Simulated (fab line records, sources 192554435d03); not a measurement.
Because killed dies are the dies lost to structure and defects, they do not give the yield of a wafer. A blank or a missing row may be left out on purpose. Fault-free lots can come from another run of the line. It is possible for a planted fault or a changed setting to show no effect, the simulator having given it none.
Split-lot study | flow n5-finfet | route with 1938 steps; 7 lots, 21 wafers read

ABOUT THE SPLIT
At N5_FIN_CUT_ETCH_21 (etches SOC in N2/H2, target depth 219 nm, overetch 43.8 nm, time 523.5 s), the setting bias-w was moved away from the recipe's 61 W on 7 of the 21 wafers read, by -14.9% to +10.2%. For the rest of the wafers, this setting stayed at what the recipe calls for.

The split's own step is where the reading is taken.

THE READING
rf-vpp-V, in V, at N5_FIN_CUT_ETCH_21 (etches SOC in N2/H2, target depth 219 nm, overetch 43.8 nm, time 523.5 s). Fault-free wafers of this fab line usually give 241.0 V, standard deviation 1.3 V.

wafer  | tool, chamber at the split | bias-w as run, W | against the recipe | rf-vpp-V, V | against lot-mates on the recipe
L074.1 | rie-diel-02, 2             | 61               | recipe             | 240.0       | -
L074.4 | rie-diel-02, 3             | 53.64            | -12.1%             | 222.6       | -17.4
L074.5 | rie-diel-02, 3             | 53.64            | -12.1%             | 222.2       | -17.8
L084.1 | rie-diel-06, 2             | 67.21            | +10.2%             | 257.6       | +16.1
L084.2 | rie-diel-06, 1             | 61               | recipe             | 244.2       | -
L084.5 | rie-diel-06, 3             | 61               | recipe             | 238.9       | -
L086.2 | rie-diel-02, 1             | 56.08            | -8.1%              | 228.6       | -11.0
L086.5 | rie-diel-02, 1             | 56.08            | -8.1%              | 227.6       | -12.0
L086.6 | rie-diel-02, 2             | 61               | recipe             | 239.6       | -
L087.3 | rie-diel-06, 1             | 61               | recipe             | 241.3       | -
L087.5 | rie-diel-06, 2             | 61               | recipe             | 241.6       | -
L087.6 | rie-diel-06, 1             | 61               | recipe             | 241.4       | -
L089.2 | rie-diel-06, 1             | 61               | recipe             | 240.6       | -
L089.4 | rie-diel-06, 2             | 61               | recipe             | 240.4       | -
L089.6 | rie-diel-06, 1             | 61               | recipe             | 241.6       | -
L093.1 | rie-diel-02, 3             | 51.94            | -14.9%             | 216.9       | -23.1
L093.2 | rie-diel-02, 1             | 61               | recipe             | 240.0       | -
L093.4 | rie-diel-02, 0             | 51.94            | -14.9%             | 215.9       | -24.1
L094.3 | rie-diel-06, 1             | 61               | recipe             | 241.2       | -
L094.4 | rie-diel-06, 0             | 61               | recipe             | 241.0       | -
L094.5 | rie-diel-06, 3             | 61               | recipe             | 240.5       | -

THE FIT
A straight line over all 21 wafers: rf-vpp-V changes by +1.61 V for each +1% of bias-w; r = +0.99; the points scatter about the line by 1.1 V.
The same after taking each lot's own level away (the mean of its wafers on the recipe; 21 wafers): +1.53 V for each +1%; r = +0.99; scatter 1 V.
Per that fit: largest bias-w move, reading shift of 23 V.
Measured against the standard deviation above, the lots' own levels, which go from 239.60 to 241.55 V, span 1.5 times it.
So the lot-to-lot level changes the slope little: the two slopes agree.
Check: -22.5 V against its lot-mates is what the line predicts for one of the wafers moved furthest among these (-14.9%) when that wafer is left out of the fit. Against them it came out at -23.1 V.
Tool readings at the split's step, against how far the setting was moved: rf-vpp-V r = +0.99.

THE OTHER SPLITS THESE WAFERS WENT THROUGH
Before the reading, these wafers also passed through other splits. Each is held against what the fit with the lots' levels taken away leaves over:
other split on the same wafers            | wafers away from the commonest value | r with rf-vpp-V (lot level and that fit taken away)
N5_ZERO_LAYER_PECVD_02 time-s             | 7                                    | -0.14
N5_ZERO_LAYER_EXPOSE_08 dose-mj           | 5                                    | +0.15
N5_PMOS_HMC_CHANNEL_EPI_HM_DEP_34 time-s  | 7                                    | -0.08
N5_PMOS_HMC_CHANNEL_EPI_PEB_07 peb-temp-c | 10                                   | -0.26
N5_FIN_SAQP_PEB_14 peb-time-s             | 4                                    | +0.20
N5_FIN_SAQP_MANDREL_ETCH_22 icp-w         | 9                                    | +0.06

THE WHOLE CHAIN: every reading that the file lists as answering this split, in the file's order
step               | what it does                                                             | reading                                                                          | change (the file's fit)                | r (the file's)
N5_FIN_CUT_ETCH_21 | etches SOC in N2/H2, target depth 219 nm, overetch 43.8 nm, time 523.5 s | rf-vpp-V                                                                         | +1.53 V for each +1% of the setting    | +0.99
N5_FIN_CUT_ETCH_21 | etches SOC in N2/H2, target depth 219 nm, overetch 43.8 nm, time 523.5 s | SiARC_of_FIN_CUT_COAT_19.thk-nm (the simulator's own value, which no gauge read) | -0.0646 nm for each +1% of the setting | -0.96

THE FILE'S OWN FIT
rf-vpp-V changes by +1.53 V for each +1% of bias-w, r = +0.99.
